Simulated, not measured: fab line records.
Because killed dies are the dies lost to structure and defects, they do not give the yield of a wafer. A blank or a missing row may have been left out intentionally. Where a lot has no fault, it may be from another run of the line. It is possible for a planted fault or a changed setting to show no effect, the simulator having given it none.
Lot-split experiment -- flow n5-finfet -- on a route of 1938 steps: 7 lots, 21 wafers read

## ON THE SPLIT
At N5_BEOL_M7_EXPOSE_08 (exposes mask M7), the setting dose-mj was moved away from the recipe's 68.25 on 8 of the 21 wafers read, by -4.3% to +6.4%. This setting was run at the recipe's value on the other wafers.

## FROM THE SPLIT TO THE READING: what the file shows between them, 19 steps
- N5_BEOL_M7_PEB_09: peb time 60 s
- N5_BEOL_M7_DEVELOP_10: develop time 30 s
- N5_BEOL_M7_CD_MEAS_11: target cd 38.5 nm
- N5_BEOL_M7_DESCUM_16: chemistry O2, time 7.9 s
- N5_BEOL_M7_ETCH_61: etches SiARC in CF4, target depth 45.5 nm, time 75.8 s
- N5_BEOL_M7_ETCH_62: etches SOC in N2/H2, target depth 110 nm, overetch 22 nm, time 165 s (also split here: source-w)
- N5_BEOL_M7_STRIP_68: strips in N2/H2
- N5_BEOL_M7_STRIP_67: strips in CF4
- N5_BEOL_M7_HM_OPEN_17: chemistry Cl2/BCl3, target TiN, target depth 20 nm, overetch 6 nm
- N5_BEOL_M7_STRIP_19: strips in O2
- N5_BEOL_M7_CD_MEAS_18: pitch 80 nm, target cd 40 nm
- N5_BEOL_M7_TRENCH_ETCH_37: etches SiCOH lowk in C4F6/O2, target depth 93.478 nm, time 31.2 s (also split here: bias-w)
- N5_BEOL_M7_ETCH_41: etches SiCN in CH3F/O2, target depth 31.9 nm, time 57.8 s
- N5_BEOL_M7_STRIP_80: strips in N2/H2, time 10 s
- N5_BEOL_M7_OCD_MEAS_38
- N5_BEOL_M7_HM_STRIP_39: strips TiN in peroxide tin strip, target depth 25 nm, time 158 s
- N5_BEOL_M7_SRD_40: time 30 s
- N5_BEOL_M7_PRECLEAN_42: cleans in residue remover, time 60 s
- N5_BEOL_M7_SRD_43: time 30 s

## THE READING
cd-nm at N5_BEOL_M7_CD_MEAS_35, given in nm (cd target 40 nm). Typical for fault-free wafers on this fab line: 39.7 nm, with standard deviation 0.55 nm.

wafer,"tool, chamber at the split",dose-mj as run,against the recipe,"cd-nm, nm",against lot-mates on the recipe
L076.1,"arfi-scanner-02, 0",70.97,+4.0%,41.6,+1.6
L076.2,"arfi-scanner-02, 0",68.25,recipe,40.0,-
L076.3,"arfi-scanner-02, 0",70.97,+4.0%,41.3,+1.3
L075.1,"arfi-scanner-03, 0",68.25,recipe,40.0,-
L075.5,"arfi-scanner-03, 0",70.5,+3.3%,40.4,+0.4
L075.6,"arfi-scanner-03, 0",68.25,recipe,40.0,-
L080.1,"arfi-scanner-02, 0",68.25,recipe,40.9,-
L080.3,"arfi-scanner-02, 0",66.58,-2.4%,38.6,-2.3
L080.5,"arfi-scanner-02, 0",66.58,-2.4%,37.8,-3.1
L083.2,"arfi-scanner-02, 0",68.25,recipe,40.7,-
L083.3,"arfi-scanner-02, 0",68.25,recipe,39.7,-
L083.4,"arfi-scanner-02, 0",68.25,recipe,39.8,-
L092.1,"arfi-scanner-03, 0",68.25,recipe,39.4,-
L092.4,"arfi-scanner-03, 0",65.33,-4.3%,36.9,-2.5
L092.5,"arfi-scanner-03, 0",65.33,-4.3%,36.7,-2.7
L094.1,"arfi-scanner-01, 0",68.25,recipe,40.1,-
L094.2,"arfi-scanner-01, 0",68.25,recipe,39.5,-
L094.4,"arfi-scanner-01, 0",68.25,recipe,39.8,-
L096.1,"arfi-scanner-03, 0",72.63,+6.4%,43.7,+4.1
L096.2,"arfi-scanner-03, 0",68.25,recipe,39.5,-
L096.3,"arfi-scanner-03, 0",68.25,recipe,39.8,-

THE FIT
A straight line over all 21 wafers: cd-nm changes by +0.559 nm for each +1% of dose-mj; r = +0.93; the points scatter about the line by 0.56 nm.
The same after taking each lot's own level away (the mean of its wafers on the recipe; 21 wafers): +0.57 nm for each +1%; r = +0.93; scatter 0.6 nm.
That fit puts the effect of the largest move of dose-mj on the reading at 3.7 nm.
The span of the lots' own levels, 39.40 to 40.90 nm, comes to 2.7 times the standard deviation stated above.
The two slopes agree, so the slope changes little with the lot-to-lot level.
Check: with one of the wafers moved furthest among these (+6.4%) left out of the fit, the line predicts +3.05 nm for it against its lot-mates. It came out at +4.05 nm against them.

## OTHER SPLITS APPLIED TO THESE WAFERS
Note: prior to the reading, these wafers also went through further splits. Each is held against what the fit with the lots' levels taken away leaves over:
other split on the same wafers,wafers away from the commonest value,r with cd-nm (lot level and that fit taken away)
N5_BEOL_M7_ETCH_62 source-w,7,+0.45
N5_BEOL_M7_TRENCH_ETCH_37 bias-w,8,+0.45

## THE WHOLE CHAIN: every reading that the file lists as answering this split, in the file's order
step,what it does,reading,change (the file's fit),r (the file's)
N5_BEOL_M7_CD_MEAS_11,target cd 38.5 nm,cd-nm,+0.561 nm for each +1% of the setting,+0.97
N5_BEOL_M7_ETCH_61,"etches SiARC in CF4, target depth 45.5 nm, time 75.8 s","BEOL_M7.cd-offset-nm (the simulator's own value, which no gauge read)",+0.565 nm for each +1% of the setting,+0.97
N5_BEOL_M7_ETCH_62,"etches SOC in N2/H2, target depth 110 nm, overetch 22 nm, time 165 s","BEOL_M7.cd-offset-nm (the simulator's own value, which no gauge read)",+0.523 nm for each +1% of the setting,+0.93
N5_BEOL_M7_HM_OPEN_17,"chemistry Cl2/BCl3, target TiN, target depth 20 nm, overetch 6 nm","BEOL_M7.cd-offset-nm (the simulator's own value, which no gauge read)",+0.546 nm for each +1% of the setting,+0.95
N5_BEOL_M7_CD_MEAS_18,"pitch 80 nm, target cd 40 nm",cd-nm,+0.559 nm for each +1% of the setting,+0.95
N5_BEOL_M7_CD_MEAS_35,target cd 40 nm,cd-nm,+0.553 nm for each +1% of the setting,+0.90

## THE FILE'S OWN FIT
cd-nm changes by +0.553 nm for each +1% of dose-mj, r = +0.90.
